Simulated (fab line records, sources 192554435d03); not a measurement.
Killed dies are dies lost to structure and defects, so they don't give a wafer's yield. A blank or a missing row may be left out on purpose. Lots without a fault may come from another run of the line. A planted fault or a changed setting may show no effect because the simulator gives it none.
Chamber matching | flow n5_finfet | N5_BEOL_M3_STRIP_36 on rie_diel-05: 4 sister chambers
The step strips in N2/H2. 8 wafers are shown with their chamber, then 8 later ones without.

WAFERS WITH THEIR CHAMBER
wafer  | chamber | showerhead_plenum_p_Torr (Torr) | oes_product_au (a.u.)
L078.3 | 3       | 2.49                            | 0.67
L081.1 | 2       | 2.60                            | 0.84
L081.3 | 3       | 2.48                            | 0.67
L083.4 | 2       | 2.59                            | 0.83
L084.1 | 0       | 2.44                            | 0.82
L084.5 | 0       | 2.44                            | 0.83
L084.6 | 1       | 2.62                            | 0.70
L089.1 | 1       | 2.61                            | 0.70

WAFERS WITHOUT THEIR CHAMBER
wafer  | showerhead_plenum_p_Torr (Torr) | oes_product_au (a.u.)
L089.3 | 2.48                            | 0.93
L089.4 | 2.59                            | 0.82
L093.2 | 2.59                            | 0.82
L093.3 | 2.44                            | 0.81
L093.5 | 2.59                            | 0.80
L096.1 | 2.47                            | 0.92
L096.5 | 2.47                            | 0.91
L096.6 | 2.59                            | 0.80

WHICH CHAMBER EACH WENT THROUGH
wafer  | from the rows above | in truth
L089.3 | 0                   | 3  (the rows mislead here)
L089.4 | 2                   | 2
L093.2 | 2                   | 2
L093.3 | 0                   | 0
L093.5 | 2                   | 2
L096.1 | 0                   | 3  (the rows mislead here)
L096.5 | 0                   | 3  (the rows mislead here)
L096.6 | 2                   | 2
Placed correctly: 5 of 8. Can't be placed from these rows: 0. Placed wrongly: 3.
How it was worked out, from the rows above alone: a wafer's distance from a chamber is the root of the sum, over the readings, of the square of ((its reading less the chamber's mean) divided by the reading's scatter). The wafer belongs to the nearest chamber; if the next one is less than 2 further off, it can't be placed. A chamber's mean is the mean of its shown wafers. The scatter: the root of (the sum of the squares of (reading less its chamber's mean) over the shown wafers, divided by (wafers less chambers)).
